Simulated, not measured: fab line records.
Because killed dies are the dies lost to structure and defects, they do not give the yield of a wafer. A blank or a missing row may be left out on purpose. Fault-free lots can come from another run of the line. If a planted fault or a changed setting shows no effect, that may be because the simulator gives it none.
Which tool was responsible? || flow n5 finfet || 27 wafers from 9 lots sampled at 5 of the route's 1938 steps

## WHAT THE GAUGES SHOWED, per wafer
N5_BEOL_M4_RC_MEAS_101. Usual: DIBL_N 36.0 mV/V, standard deviation 2; DIBL_P 36.2 mV/V, standard deviation 2.2; IOFF_N 0.16 nA/um, standard deviation 0.034; IOFF_P 0.21 nA/um, standard deviation 0.04; ION_N 675 uA/um, standard deviation 12; ION_P 463 uA/um, standard deviation 7.2; SS_N 71.6 mV/dec, standard deviation 0.6; SS_P 73.3 mV/dec, standard deviation 0.67; VT_N 250 mV, standard deviation 3; VT_P -251 mV, standard deviation 3.4.
{"lot": "L138", "measured": "day 8 01:43", "on": "prober-02", "DIBL_N (mV/V)": "37.7 35.6 35.6", "DIBL_P (mV/V)": "36.6 34.6 34.4", "IOFF_N (nA/um)": "0.17 0.12 0.14", "IOFF_P (nA/um)": "0.21 0.18 0.18", "ION_N (uA/um)": "670 662 650", "ION_P (uA/um)": "452 457 451", "SS_N (mV/dec)": "72.3 72.2 71.8", "SS_P (mV/dec)": "74.3 73.1 73.6", "VT_N (mV)": "251 253 250", "VT_P (mV)": "-252 -255 -256", "flag": ""}
{"lot": "L141", "measured": "day 9 01:07", "on": "prober-02", "DIBL_N (mV/V)": "36.7 34.7 35.8", "DIBL_P (mV/V)": "38.3 36.3 37.5", "IOFF_N (nA/um)": "0.18 0.15 0.16", "IOFF_P (nA/um)": "0.23 0.20 0.21", "ION_N (uA/um)": "680 669 669", "ION_P (uA/um)": "465 461 460", "SS_N (mV/dec)": "71.9 71.4 71.4", "SS_P (mV/dec)": "72.7 72.7 72.5", "VT_N (mV)": "249 251 248", "VT_P (mV)": "-249 -252 -252", "flag": ""}
{"lot": "L142", "measured": "day 9 06:21", "on": "prober-02", "DIBL_N (mV/V)": "35.2 36.7 34.6", "DIBL_P (mV/V)": "35.2 36.1 35.2", "IOFF_N (nA/um)": "0.14 0.16 0.13", "IOFF_P (nA/um)": "0.18 0.18 0.17", "ION_N (uA/um)": "681 673 665", "ION_P (uA/um)": "460 455 461", "SS_N (mV/dec)": "71.1 71.7 70.6", "SS_P (mV/dec)": "73.5 72.3 72.1", "VT_N (mV)": "251 251 250", "VT_P (mV)": "-251 -254 -252", "flag": ""}
{"lot": "L150", "measured": "day 11 05:12", "on": "prober-01", "DIBL_N (mV/V)": "37.9 37.9 35.4", "DIBL_P (mV/V)": "39.9 39.9 36.6", "IOFF_N (nA/um)": "0.20 0.20 0.16", "IOFF_P (nA/um)": "0.28 0.29 0.24", "ION_N (uA/um)": "682 694 678", "ION_P (uA/um)": "468 481 470", "SS_N (mV/dec)": "72.1 72.4 71.5", "SS_P (mV/dec)": "74.6 73.7 73.3", "VT_N (mV)": "244 245 248", "VT_P (mV)": "-246 -246 -248", "flag": ""}
{"lot": "L153", "measured": "day 12 04:16", "on": "prober-01", "DIBL_N (mV/V)": "35.6 39.0 35.0", "DIBL_P (mV/V)": "35.2 39.3 34.8", "IOFF_N (nA/um)": "0.16 0.24 0.16", "IOFF_P (nA/um)": "0.23 0.31 0.22", "ION_N (uA/um)": "679 697 673", "ION_P (uA/um)": "463 477 461", "SS_N (mV/dec)": "71.4 72.2 71.5", "SS_P (mV/dec)": "73.3 74.0 73.1", "VT_N (mV)": "251 246 249", "VT_P (mV)": "-246 -245 -247", "flag": ""}
{"lot": "L155", "measured": "day 12 15:52", "on": "prober-02", "DIBL_N (mV/V)": "34.0 35.0 33.0", "DIBL_P (mV/V)": "35.0 35.1 33.5", "IOFF_N (nA/um)": "0.12 0.13 0.11", "IOFF_P (nA/um)": "0.19 0.19 0.17", "ION_N (uA/um)": "664 669 653", "ION_P (uA/um)": "466 453 459", "SS_N (mV/dec)": "70.8 71.7 70.2", "SS_P (mV/dec)": "73.1 73.5 72.1", "VT_N (mV)": "256 253 256", "VT_P (mV)": "-253 -253 -252", "flag": ""}
{"lot": "L159", "measured": "day 14 02:49", "on": "prober-02", "DIBL_N (mV/V)": "36.8 38.6 34.2", "DIBL_P (mV/V)": "36.9 37.4 32.8", "IOFF_N (nA/um)": "0.16 0.20 0.13", "IOFF_P (nA/um)": "0.20 0.21 0.16", "ION_N (uA/um)": "672 692 664", "ION_P (uA/um)": "463 465 452", "SS_N (mV/dec)": "71.1 71.9 71.2", "SS_P (mV/dec)": "73.5 73.9 71.9", "VT_N (mV)": "249 247 252", "VT_P (mV)": "-253 -251 -254", "flag": ""}
{"lot": "L160", "measured": "day 13 23:46", "on": "prober-01", "DIBL_N (mV/V)": "39.8 35.9 35.3", "DIBL_P (mV/V)": "39.3 36.6 35.1", "IOFF_N (nA/um)": "0.24 0.17 0.15", "IOFF_P (nA/um)": "0.29 0.23 0.21", "ION_N (uA/um)": "696 690 669", "ION_P (uA/um)": "470 464 467", "SS_N (mV/dec)": "72.4 71.0 71.4", "SS_P (mV/dec)": "74.2 72.5 72.7", "VT_N (mV)": "243 247 251", "VT_P (mV)": "-246 -247 -252", "flag": ""}
{"lot": "L161", "measured": "day 14 05:08", "on": "prober-01", "DIBL_N (mV/V)": "34.0 35.2 35.9", "DIBL_P (mV/V)": "33.6 34.5 34.8", "IOFF_N (nA/um)": "0.12 0.14 0.15", "IOFF_P (nA/um)": "0.18 0.19 0.19", "ION_N (uA/um)": "669 666 673", "ION_P (uA/um)": "459 456 456", "SS_N (mV/dec)": "71.1 71.7 71.7", "SS_P (mV/dec)": "73.0 73.5 72.7", "VT_N (mV)": "253 252 250", "VT_P (mV)": "-252 -254 -253", "flag": ""}

## WHAT TOOL EACH LOT RAN ON (gives the tool, then ch and the chambers of the sampled wafers, and finally the start)
{"lot": "L138", "N5_HKMG_FIN_STRIP_89": "rie diel-02 ch 1,2,3, day 4 05:31", "N5_HKMG_FIN_STRIP_90": "rie diel-04 ch 0,2, day 4 06:43", "N5_HKMG_FIN_ETCHBACK_68": "rie metal-01 ch 0,1, day 4 06:54", "N5_HKMG_FIN_ALD_21": "ald metal-02 ch 1,3, day 4 07:23"}
{"lot": "L141", "N5_HKMG_FIN_STRIP_89": "rie diel-02 ch 0,3, day 5 01:36", "N5_HKMG_FIN_STRIP_90": "rie diel-02 ch 0,2,3, day 5 02:52", "N5_HKMG_FIN_ETCHBACK_68": "rie metal-02 ch 0,1, day 5 03:02", "N5_HKMG_FIN_ALD_21": "ald metal-03 ch 1,2,3, day 5 03:34"}
{"lot": "L142", "N5_HKMG_FIN_STRIP_89": "rie diel-02 ch 1,2, day 5 04:42", "N5_HKMG_FIN_STRIP_90": "rie diel-02 ch 1,2,3, day 5 06:00", "N5_HKMG_FIN_ETCHBACK_68": "rie metal-01 ch 0,1, day 5 06:12", "N5_HKMG_FIN_ALD_21": "ald metal-04 ch 0,3, day 5 06:41"}
{"lot": "L150", "N5_HKMG_FIN_STRIP_89": "rie diel-01 ch 0,2,3, day 7 05:26", "N5_HKMG_FIN_STRIP_90": "rie diel-01 ch 1,2,3, day 7 06:47", "N5_HKMG_FIN_ETCHBACK_68": "rie metal-03 ch 0,1, day 7 06:59", "N5_HKMG_FIN_ALD_21": "ald metal-04 ch 0,1,3, day 7 07:33"}
{"lot": "L153", "N5_HKMG_FIN_STRIP_89": "rie diel-01 ch 0,2, day 8 00:37", "N5_HKMG_FIN_STRIP_90": "rie diel-02 ch 2,3, day 8 01:41", "N5_HKMG_FIN_ETCHBACK_68": "rie metal-03 ch 0,1, day 8 01:53", "N5_HKMG_FIN_ALD_21": "ald metal-02 ch 0,2,3, day 8 02:25"}
{"lot": "L155", "N5_HKMG_FIN_STRIP_89": "rie diel-04 ch 1,3, day 8 13:35", "N5_HKMG_FIN_STRIP_90": "rie diel-02 ch 1,3, day 8 14:49", "N5_HKMG_FIN_ETCHBACK_68": "rie metal-03 ch 0,1, day 8 14:58", "N5_HKMG_FIN_ALD_21": "ald metal-03 ch 0,2, day 8 15:30"}
{"lot": "L159", "N5_HKMG_FIN_STRIP_89": "rie diel-04 ch 0,1,2, day 9 13:17", "N5_HKMG_FIN_STRIP_90": "rie diel-04 ch 1,2, day 9 14:31", "N5_HKMG_FIN_ETCHBACK_68": "rie metal-02 ch 1, day 9 14:40", "N5_HKMG_FIN_ALD_21": "ald metal-02 ch 0,1, day 9 15:13"}
{"lot": "L160", "N5_HKMG_FIN_STRIP_89": "rie diel-04 ch 1,2, day 9 18:24", "N5_HKMG_FIN_STRIP_90": "rie diel-04 ch 0,2, day 9 19:29", "N5_HKMG_FIN_ETCHBACK_68": "rie metal-03 ch 0,1, day 9 19:38", "N5_HKMG_FIN_ALD_21": "ald metal-03 ch 0,2, day 9 20:10"}
{"lot": "L161", "N5_HKMG_FIN_STRIP_89": "rie diel-04 ch 0,3, day 9 23:31", "N5_HKMG_FIN_STRIP_90": "rie diel-04 ch 1,2,3, day 10 00:35", "N5_HKMG_FIN_ETCHBACK_68": "rie metal-03 ch 1, day 10 00:46", "N5_HKMG_FIN_ALD_21": "ald metal-04 ch 0,3, day 10 01:17"}
- N5_HKMG_FIN_STRIP_89: strips SOC in N2/H2, time 20 s.
- N5_HKMG_FIN_STRIP_90: strips SOC in N2/H2, time 20 s.
- N5_HKMG_FIN_ETCHBACK_68: etches the open film in Cl2/Ar, stops on HfO2, target depth 0.5 nm.
- N5_HKMG_FIN_ALD_21: deposits TiN, target thk 1.5 nm, pulse time 1 s, purge time 3 s.

## AS READ BY THE TOOLS THEMSELVES (means over the sampled wafers that have a number; for cases with no such wafer, the mark the record gives instead)
N5_HKMG_FIN_STRIP_89. Usual: drypump motor current A 5.7 A, standard deviation 0.47; oes product au 0.82 a.u., standard deviation 0.068; rf vpp V 54.2 V, standard deviation 0.77; showerhead plenum p Torr 3.32 Torr, standard deviation 0.091; throttle valve pct 19.0 %, standard deviation 0.5.
{"lot": "L138", "tool": "rie diel-02", "drypump motor current A (A)": 5.9, "oes product au (a.u.)": 0.86, "rf vpp V (V)": 53.4, "showerhead plenum p Torr (Torr)": 3.36, "throttle valve pct (%)": 19.1, "flag": ""}
{"lot": "L141", "tool": "rie diel-02", "drypump motor current A (A)": 5.7, "oes product au (a.u.)": 0.77, "rf vpp V (V)": 54.1, "showerhead plenum p Torr (Torr)": 3.47, "throttle valve pct (%)": 18.8, "flag": ""}
{"lot": "L142", "tool": "rie diel-02", "drypump motor current A (A)": 6.0, "oes product au (a.u.)": 0.85, "rf vpp V (V)": 53.5, "showerhead plenum p Torr (Torr)": 3.26, "throttle valve pct (%)": 19.1, "flag": ""}
{"lot": "L150", "tool": "rie diel-01", "drypump motor current A (A)": 6.0, "oes product au (a.u.)": 0.80, "rf vpp V (V)": 54.2, "showerhead plenum p Torr (Torr)": 3.30, "throttle valve pct (%)": 19.0, "flag": ""}
{"lot": "L153", "tool": "rie diel-01", "drypump motor current A (A)": 5.9, "oes product au (a.u.)": 0.79, "rf vpp V (V)": 54.1, "showerhead plenum p Torr (Torr)": 3.35, "throttle valve pct (%)": 19.2, "flag": ""}
{"lot": "L155", "tool": "rie diel-04", "drypump motor current A (A)": 5.5, "oes product au (a.u.)": 0.81, "rf vpp V (V)": 54.1, "showerhead plenum p Torr (Torr)": 3.34, "throttle valve pct (%)": 19.0, "flag": ""}
{"lot": "L159", "tool": "rie diel-04", "drypump motor current A (A)": 5.4, "oes product au (a.u.)": 0.83, "rf vpp V (V)": 54.0, "showerhead plenum p Torr (Torr)": 3.31, "throttle valve pct (%)": 19.0, "flag": ""}
{"lot": "L160", "tool": "rie diel-04", "drypump motor current A (A)": 4.9, "oes product au (a.u.)": 0.83, "rf vpp V (V)": 54.5, "showerhead plenum p Torr (Torr)": 3.36, "throttle valve pct (%)": 18.9, "flag": ""}
{"lot": "L161", "tool": "rie diel-04", "drypump motor current A (A)": 5.9, "oes product au (a.u.)": 0.85, "rf vpp V (V)": 54.6, "showerhead plenum p Torr (Torr)": 3.30, "throttle valve pct (%)": 18.8, "flag": ""}

N5_HKMG_FIN_STRIP_90. Usual: drypump motor current A 5.7 A, standard deviation 0.48; oes product au 0.82 a.u., standard deviation 0.072; rf vpp V 54.1 V, standard deviation 0.85; showerhead plenum p Torr 3.34 Torr, standard deviation 0.099; throttle valve pct 19.0 %, standard deviation 0.5.
{"lot": "L138", "tool": "rie diel-04", "drypump motor current A (A)": 5.2, "oes product au (a.u.)": 0.92, "rf vpp V (V)": 54.3, "showerhead plenum p Torr (Torr)": 3.38, "throttle valve pct (%)": 18.6, "flag": ""}
{"lot": "L141", "tool": "rie diel-02", "drypump motor current A (A)": 5.6, "oes product au (a.u.)": 0.82, "rf vpp V (V)": 54.2, "showerhead plenum p Torr (Torr)": 3.40, "throttle valve pct (%)": 19.3, "flag": ""}
{"lot": "L142", "tool": "rie diel-02", "drypump motor current A (A)": 5.9, "oes product au (a.u.)": 0.84, "rf vpp V (V)": 54.1, "showerhead plenum p Torr (Torr)": 3.36, "throttle valve pct (%)": 19.1, "flag": ""}
{"lot": "L150", "tool": "rie diel-01", "drypump motor current A (A)": 5.6, "oes product au (a.u.)": 0.74, "rf vpp V (V)": 53.8, "showerhead plenum p Torr (Torr)": 3.27, "throttle valve pct (%)": 19.1, "flag": ""}
{"lot": "L153", "tool": "rie diel-02", "drypump motor current A (A)": 5.8, "oes product au (a.u.)": 0.85, "rf vpp V (V)": 53.9, "showerhead plenum p Torr (Torr)": 3.37, "throttle valve pct (%)": 19.6, "flag": ""}
{"lot": "L155", "tool": "rie diel-02", "drypump motor current A (A)": 6.0, "oes product au (a.u.)": 0.75, "rf vpp V (V)": 53.3, "showerhead plenum p Torr (Torr)": 3.41, "throttle valve pct (%)": 18.7, "flag": ""}
{"lot": "L159", "tool": "rie diel-04", "drypump motor current A (A)": 5.2, "oes product au (a.u.)": 0.79, "rf vpp V (V)": 54.7, "showerhead plenum p Torr (Torr)": 3.30, "throttle valve pct (%)": 19.4, "flag": ""}
{"lot": "L160", "tool": "rie diel-04", "drypump motor current A (A)": 5.2, "oes product au (a.u.)": 0.86, "rf vpp V (V)": 55.0, "showerhead plenum p Torr (Torr)": 3.36, "throttle valve pct (%)": 18.6, "flag": ""}
{"lot": "L161", "tool": "rie diel-04", "drypump motor current A (A)": 5.2, "oes product au (a.u.)": 0.81, "rf vpp V (V)": 54.2, "showerhead plenum p Torr (Torr)": 3.35, "throttle valve pct (%)": 19.0, "flag": ""}

N5_HKMG_FIN_ETCHBACK_68. Usual: drypump motor current A 5.8 A, standard deviation 0.35; mfc ar sccm 59.99 sccm, standard deviation 0.18; oes product au 0.76 a.u., standard deviation 0.11; throttle valve pct 20.87 %, standard deviation 0.17.
{"lot": "L138", "tool": "rie metal-01", "drypump motor current A (A)": 5.9, "mfc ar sccm (sccm)": 59.99, "oes product au (a.u.)": 0.79, "throttle valve pct (%)": 20.86, "flag": ""}
{"lot": "L141", "tool": "rie metal-02", "drypump motor current A (A)": 6.0, "mfc ar sccm (sccm)": 60.01, "oes product au (a.u.)": 0.61, "throttle valve pct (%)": 21.06, "flag": ""}
{"lot": "L142", "tool": "rie metal-01", "drypump motor current A (A)": 5.9, "mfc ar sccm (sccm)": 59.91, "oes product au (a.u.)": 0.79, "throttle valve pct (%)": 20.86, "flag": ""}
{"lot": "L150", "tool": "rie metal-03", "drypump motor current A (A)": 5.4, "mfc ar sccm (sccm)": 60.04, "oes product au (a.u.)": 0.86, "throttle valve pct (%)": 20.79, "flag": ""}
{"lot": "L153", "tool": "rie metal-03", "drypump motor current A (A)": 5.4, "mfc ar sccm (sccm)": 59.97, "oes product au (a.u.)": 0.88, "throttle valve pct (%)": 20.83, "flag": ""}
{"lot": "L155", "tool": "rie metal-03", "drypump motor current A (A)": 5.4, "mfc ar sccm (sccm)": 59.99, "oes product au (a.u.)": 0.85, "throttle valve pct (%)": 20.79, "flag": ""}
{"lot": "L159", "tool": "rie metal-02", "drypump motor current A (A)": 5.8, "mfc ar sccm (sccm)": 59.97, "oes product au (a.u.)": 0.59, "throttle valve pct (%)": 21.18, "flag": ""}
{"lot": "L160", "tool": "rie metal-03", "drypump motor current A (A)": 5.5, "mfc ar sccm (sccm)": 60.05, "oes product au (a.u.)": 0.86, "throttle valve pct (%)": 20.83, "flag": ""}
{"lot": "L161", "tool": "rie metal-03", "drypump motor current A (A)": 5.4, "mfc ar sccm (sccm)": 60.10, "oes product au (a.u.)": 0.81, "throttle valve pct (%)": 20.75, "flag": ""}

N5_HKMG_FIN_ALD_21. Usual: heater power w 845 W, standard deviation 85; precursor pulse height rel 1.002, standard deviation 0.019.
{"lot": "L138", "tool": "ald metal-02", "heater power w (W)": 824, "precursor pulse height rel": 0.997, "flag": ""}
{"lot": "L141", "tool": "ald metal-03", "heater power w (W)": 817, "precursor pulse height rel": 1.016, "flag": ""}
{"lot": "L142", "tool": "ald metal-04", "heater power w (W)": 786, "precursor pulse height rel": 1.018, "flag": ""}
{"lot": "L150", "tool": "ald metal-04", "heater power w (W)": 804, "precursor pulse height rel": 1.013, "flag": ""}
{"lot": "L153", "tool": "ald metal-02", "heater power w (W)": 892, "precursor pulse height rel": 1.027, "flag": ""}
{"lot": "L155", "tool": "ald metal-03", "heater power w (W)": 859, "precursor pulse height rel": 0.977, "flag": ""}
{"lot": "L159", "tool": "ald metal-02", "heater power w (W)": 876, "precursor pulse height rel": 1.003, "flag": ""}
{"lot": "L160", "tool": "ald metal-03", "heater power w (W)": 831, "precursor pulse height rel": 1.015, "flag": ""}
{"lot": "L161", "tool": "ald metal-04", "heater power w (W)": 815, "precursor pulse height rel": 1.000, "flag": ""}

## THE ANSWER, worked out from the rows above alone
Rule: lot off if the mean of its wafers having a number is beyond 3 standard deviations from the usual mean. Also off: a lot with no number at a reading for which 4 or more lots have one. All remaining lots with rows at the step are treated as sound. The gauges are gone through in route order, then the tools' own readings, and for those a lot's mean is taken as printed above. At the first step where some lot is off, the reading lying furthest off is the one used; lots without a number count as furthest.
No lot is off at any reading shown: from this, nothing can be told.

## WHAT WAS PUT IN BY THE SIMULATOR
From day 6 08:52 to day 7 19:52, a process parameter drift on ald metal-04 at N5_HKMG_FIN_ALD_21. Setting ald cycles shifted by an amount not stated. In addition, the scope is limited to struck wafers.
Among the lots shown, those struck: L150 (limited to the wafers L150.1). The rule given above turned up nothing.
